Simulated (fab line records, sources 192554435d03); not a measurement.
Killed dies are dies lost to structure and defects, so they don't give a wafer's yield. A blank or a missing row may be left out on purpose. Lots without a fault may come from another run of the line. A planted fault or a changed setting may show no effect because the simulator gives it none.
Split-lot experiment | flow n5_finfet | 7 lots, 21 wafers read, on a route of 1938 steps

THE SPLIT
At N5_BEOL_M8_EXPOSE_08 (exposes mask M8), the setting dose_mj was moved away from the recipe's 68.25 on 5 of the 21 wafers read, by -7.2% to +7.2%. The other wafers ran this setting at the recipe's value.

FROM THE SPLIT TO THE READING: what the file shows between them, 15 steps
- N5_BEOL_M8_PEB_09: peb time 60 s
- N5_BEOL_M8_DEVELOP_10: develop time 30 s
- N5_BEOL_M8_CD_MEAS_11: target cd 38.5 nm
- N5_BEOL_M8_DESCUM_16: chemistry O2, time 7.9 s (also split here: time_s)
- N5_BEOL_M8_ETCH_61: etches SiARC in CF4, target depth 45.5 nm, time 75.8 s
- N5_BEOL_M8_ETCH_62: etches SOC in N2/H2, target depth 110 nm, overetch 22 nm, time 165 s
- N5_BEOL_M8_STRIP_68: strips in N2/H2
- N5_BEOL_M8_STRIP_67: strips in CF4
- N5_BEOL_M8_HM_OPEN_17: chemistry Cl2/BCl3, target TiN, target depth 20 nm, overetch 6 nm
- N5_BEOL_M8_STRIP_19: strips in O2
- N5_BEOL_M8_CD_MEAS_18: pitch 80 nm, target cd 40 nm
- N5_BEOL_M8_COAT_63: time 60 s, resist thk 60 nm
- N5_BEOL_M8_COAT_64: time 60 s, resist thk 12 nm
- N5_BEOL_M8_PRECLEAN_42: cleans in residue remover, time 60 s
- N5_BEOL_M8_SRD_43: time 30 s

THE READING
cd_nm, in nm, at N5_BEOL_M8_CD_MEAS_35 (target cd 40 nm). Fault-free wafers of this fab line usually give 40.2 nm, standard deviation 0.57 nm.

wafer  | tool, chamber at the split | dose_mj as run | against the recipe | cd_nm, nm | against lot-mates on the recipe
L074.1 | arfi_scanner-03, 0         | 68.25          | recipe             | 40.8      | -
L074.5 | arfi_scanner-03, 0         | 68.25          | recipe             | 40.3      | -
L074.6 | arfi_scanner-03, 0         | 73.14          | +7.2%              | 43.1      | +2.6
L075.2 | arfi_scanner-01, 0         | 64.74          | -5.1%              | 37.8      | no lot-mate on the recipe
L075.5 | arfi_scanner-01, 0         | 64.74          | -5.1%              | 37.6      | no lot-mate on the recipe
L075.6 | arfi_scanner-01, 0         | 64.74          | -5.1%              | 36.8      | no lot-mate on the recipe
L076.3 | arfi_scanner-01, 0         | 68.25          | recipe             | 40.0      | -
L076.4 | arfi_scanner-01, 0         | 63.33          | -7.2%              | 37.2      | -2.9
L076.5 | arfi_scanner-01, 0         | 68.25          | recipe             | 40.2      | -
L083.1 | arfi_scanner-03, 0         | 68.25          | recipe             | 40.1      | -
L083.4 | arfi_scanner-03, 0         | 68.25          | recipe             | 39.5      | -
L083.5 | arfi_scanner-03, 0         | 68.25          | recipe             | 39.2      | -
L091.3 | arfi_scanner-01, 0         | 68.25          | recipe             | 40.2      | -
L091.4 | arfi_scanner-01, 0         | 68.25          | recipe             | 41.1      | -
L091.5 | arfi_scanner-01, 0         | 68.25          | recipe             | 39.8      | -
L094.1 | arfi_scanner-03, 0         | 68.25          | recipe             | 41.0      | -
L094.2 | arfi_scanner-03, 0         | 68.25          | recipe             | 39.9      | -
L094.3 | arfi_scanner-03, 0         | 68.25          | recipe             | 39.9      | -
L093.2 | arfi_scanner-02, 0         | 68.25          | recipe             | 40.2      | -
L093.3 | arfi_scanner-02, 0         | 68.25          | recipe             | 41.0      | -
L093.4 | arfi_scanner-02, 0         | 68.25          | recipe             | 39.8      | -

THE FIT
A straight line over all 21 wafers: cd_nm changes by +0.462 nm for each +1% of dose_mj; r = +0.93; the points scatter about the line by 0.55 nm.
The same after taking each lot's own level away (the mean of its wafers on the recipe; 18 wafers): +0.379 nm for each +1%; r = +0.91; scatter 0.44 nm.
On that fit, the largest move of dose_mj shifts the reading by 2.7 nm.
The lots' own levels span 39.60 to 40.55 nm, that is 1.7 times the standard deviation above.
So the lot-to-lot level changes the slope: the two fits differ.
Check: with one of the wafers moved furthest among these (-7.2%) left out of the fit, the line predicts -2.57 nm for it against its lot-mates. It came out at -2.9 nm against them.

OTHER SPLITS ON THESE WAFERS
These wafers also went through other splits before the reading. Each is held against what the fit with the lots' levels taken away leaves over:
other split on the same wafers | wafers away from the commonest value | r with cd_nm (lot level and that fit taken away)
N5_BEOL_M7_DESCUM_33 time_s    | 8                                    | -0.33
N5_BEOL_M8_DESCUM_16 time_s    | 10                                   | -0.06

THE WHOLE CHAIN: every reading that the file lists as answering this split, in the file's order
step                  | what it does                                                         | reading                                                               | change (the file's fit)               | r (the file's)
N5_BEOL_M8_CD_MEAS_11 | target cd 38.5 nm                                                    | cd_nm                                                                 | +0.341 nm for each +1% of the setting | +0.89
N5_BEOL_M8_ETCH_61    | etches SiARC in CF4, target depth 45.5 nm, time 75.8 s               | BEOL_M8.cd_offset_nm (the simulator's own value, which no gauge read) | +0.369 nm for each +1% of the setting | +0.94
N5_BEOL_M8_ETCH_62    | etches SOC in N2/H2, target depth 110 nm, overetch 22 nm, time 165 s | BEOL_M8.cd_offset_nm (the simulator's own value, which no gauge read) | +0.39 nm for each +1% of the setting  | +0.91
N5_BEOL_M8_HM_OPEN_17 | chemistry Cl2/BCl3, target TiN, target depth 20 nm, overetch 6 nm    | BEOL_M8.cd_offset_nm (the simulator's own value, which no gauge read) | +0.383 nm for each +1% of the setting | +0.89
N5_BEOL_M8_CD_MEAS_18 | pitch 80 nm, target cd 40 nm                                         | cd_nm                                                                 | +0.371 nm for each +1% of the setting | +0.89
N5_BEOL_M8_CD_MEAS_35 | target cd 40 nm                                                      | cd_nm                                                                 | +0.378 nm for each +1% of the setting | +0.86

THE FILE'S OWN FIT
cd_nm changes by +0.378 nm for each +1% of dose_mj, r = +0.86.
